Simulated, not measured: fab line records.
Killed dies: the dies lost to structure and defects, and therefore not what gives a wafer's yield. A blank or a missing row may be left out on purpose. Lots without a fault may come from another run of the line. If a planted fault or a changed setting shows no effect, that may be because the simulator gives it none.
A lot that was struck, set against a sound lot || flow n5 finfet || 35 steps out of a route of 1938
Sound: these wafers, L746.1, L746.5, L746.6. Struck: wafer L749.4 (left out: L749.2, L749.5 of the same lot, which were not struck); the cause appears at the end.
Per side, at each step with rows, come the tool, then ch with its chambers, and then its first start. Under that, the readings that differ: sound wafers || struck wafers || difference of the means || sigmas: that difference in standard deviations of wafers without a fault.
alike: readings with means less than 2 such deviations apart, plus words and numbers identical on both sides. not compared: withheld readings, readings lacking a value on some wafer, bounds such as >300 that could conceal the same value, and numbers that have no deviation in the record and whose values overlap.
A row with sigmas, a row that says differs or no value, or rows on one side alone: a step with any of these is where the two part. Non-overlapping numbers with no deviation appear without sigmas and do not part them. A reading missing from all wafers of one side parts the sides only when that side holds two or more wafers.

first, 10 steps without rows for these wafers: N5_BEOL_M10_TRENCH_ETCH_37 (etches SiCOH lowk in C4F6/O2, target depth 148.83 nm, time 48 s); N5_BEOL_M10_ETCH_41 (etches SiCN in CH3F/O2, target depth 42.6 nm, time 86 s); N5_BEOL_M10_STRIP_77 (strips in N2/H2, time 10 s); N5_BEOL_M10_HM_STRIP_39 (strips TiN in peroxide tin strip, target depth 25 nm, time 158 s); N5_BEOL_M10_SRD_40 (time 30 s); N5_BEOL_M10_PRECLEAN_42 (cleans in residue remover, time 60 s); N5_BEOL_M10_SRD_43 (time 30 s); N5_BEOL_M10_CURE_72 (cures SiCOH lowk, time 120 s); N5_BEOL_M10_DEGAS_44 (time 60 s); N5_BEOL_M10_PRE_CLEAN_45 (time 30 s).
N5_BEOL_M10_ALD_74: deposits TaN, target thk 2 nm, pulse time 2 s, purge time 3 s.
  sound on ald metal-01 ch 1,2, day 10 12:32; struck on ald metal-01 ch 2, day 11 01:22
{"reading": "ald cycles", "sound": "40 40 40", "struck": 25, "difference": -15, "sigmas": ""}
{"reading": "precursor vessel pressure torr (Torr)", "sound": "26.28 26.19 26.22", "struck": 26.35, "difference": "+0.12", "sigmas": "+2"}
{"reading": "model.TaN_of_BEOL_M10_ALD_74.thk nm (nm)", "sound": "2 2 2", "struck": 1.2, "difference": -0.8, "sigmas": ""}
  alike: heater power w
then, 22 steps without rows for these wafers: N5_BEOL_M10_SURFACE_TREAT_76; N5_BEOL_M10_CVD_75 (deposits Co from CCTBA/H2, target thk 2 nm, time 138.9 s); N5_BEOL_M10_SPUTTER_48 (material Cu, target thk 12 nm, time 2 s); N5_BEOL_M10_ECD_50 (material Cu, target thk 318 nm); N5_BEOL_M10_ANNEAL_51 (time 90 s); N5_BEOL_M10_CMP_52 (polishes, stops on SiCOH lowk, t overpolish 7 s, target thk 140 nm); N5_BEOL_M10_PRE_CLEAN_55 (time 15 s); N5_BEOL_M10_DEP_56 (deposits SiCN from 3MS/NH3, target thk 15 nm, time 26.5 s); N5_BEOL_M11_ILD_DEP_00 (deposits SiCOH lowk from DEMS/porogen, target thk 308.51 nm, time 58 s); N5_BEOL_M11_CURE_71 (cures SiCOH lowk, time 240 s); N5_BEOL_M11_PECVD_70 (deposits SiO2 from TEOS/O2, target thk 20 nm, time 22.7 s); N5_BEOL_M11_HM_DEP_02 (deposits TiN, target thk 20 nm); N5_BEOL_M11_COAT_59 (time 60 s, resist thk 100 nm); N5_BEOL_M11_COAT_60 (time 60 s, resist thk 30 nm); N5_BEOL_M11_COAT_05 (resist thk 90 nm); N5_BEOL_M11_EBR_07; N5_BEOL_M11_SOFTBAKE_06 (time 60 s); N5_BEOL_M11_EXPOSE_08 (exposes mask M11); N5_BEOL_M11_PEB_09 (peb time 60 s); N5_BEOL_M11_DEVELOP_10 (develop time 30 s); N5_BEOL_M11_DESCUM_16 (chemistry O2, time 7.9 s); N5_BEOL_M11_ETCH_61 (etches SiARC in CF4, target depth 39 nm, time 65 s).
N5_BEOL_M15_RC_MEAS_101:
  sound on prober-01 ch 0, day 11 18:01; struck on prober-01 ch 0, day 12 09:05
{"reading": "COMB_M10 (S/m)", "sound": "1.2e-11 1.7e-11 1.5e-11", "struck": 4.3e-11, "difference": "+2.8e-11", "sigmas": "+9"}
{"reading": "COMB_M10_max_site (S/m)", "sound": "1.6e-11 3.2e-11 2e-11", "struck": 6.1e-11, "difference": "+3.8e-11", "sigmas": "+9"}
{"reading": "COMB_M8 (S/m)", "sound": "3.3e-11 2.4e-11 2.7e-11", "struck": 1.6e-11, "difference": -1.2e-11, "sigmas": -2}
{"reading": "SERP_M6 (ohm/um)", "sound": "14.5 14.1 14.8", "struck": 13.0, "difference": -1.5, "sigmas": -3}
  alike: COMB_M11, COMB_M12, COMB_M13, COMB_M14, COMB_M15, COMB_M5, COMB_M6, COMB_M7, COMB_M7_max_site, COMB_M9, COMB_M9_max_site, SERP_M10, SERP_M11, SERP_M12, SERP_M13, SERP_M14, SERP_M14_max_site, SERP_M5, SERP_M5_max_site, SERP_M7, SERP_M8, SERP_M8_max_site, SERP_M9, SERP_M9_max_site
N5_PASSIVATION_PROBE_49:
  sound on prober-01, day 12 07:42; struck on prober-01, day 13 01:56
{"reading": "killed_at_M0_to_M3", "sound": "25 29 35", "struck": 51, "difference": "+21", "sigmas": "+2"}
{"reading": "killed_at_M4_up", "sound": "12 22 22", "struck": 4, "difference": -15, "sigmas": -3}
{"reading": "killed at front end", "sound": "51 57 63", "struck": 28, "difference": -29, "sigmas": -2}
{"reading": "sort_bin_4_leakage (%)", "sound": "0 0 0", "struck": 0.08, "difference": "+0.08", "sigmas": ""}
  alike: defect limited yield, killed at contacts, killed at other, killed dies, killed open, killed short, sort_bin_5_function, sort_bin_6_memory, sort n pass, sort yield pct

## WHERE THEY PART
At N5_BEOL_M10_ALD_74 first; at N5_PASSIVATION_PROBE_49 last (within this record only).

WHY: what had been put in by the simulator
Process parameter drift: ald metal-01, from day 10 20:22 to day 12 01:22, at N5_BEOL_M10_ALD_74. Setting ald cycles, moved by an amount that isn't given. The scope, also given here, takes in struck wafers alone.
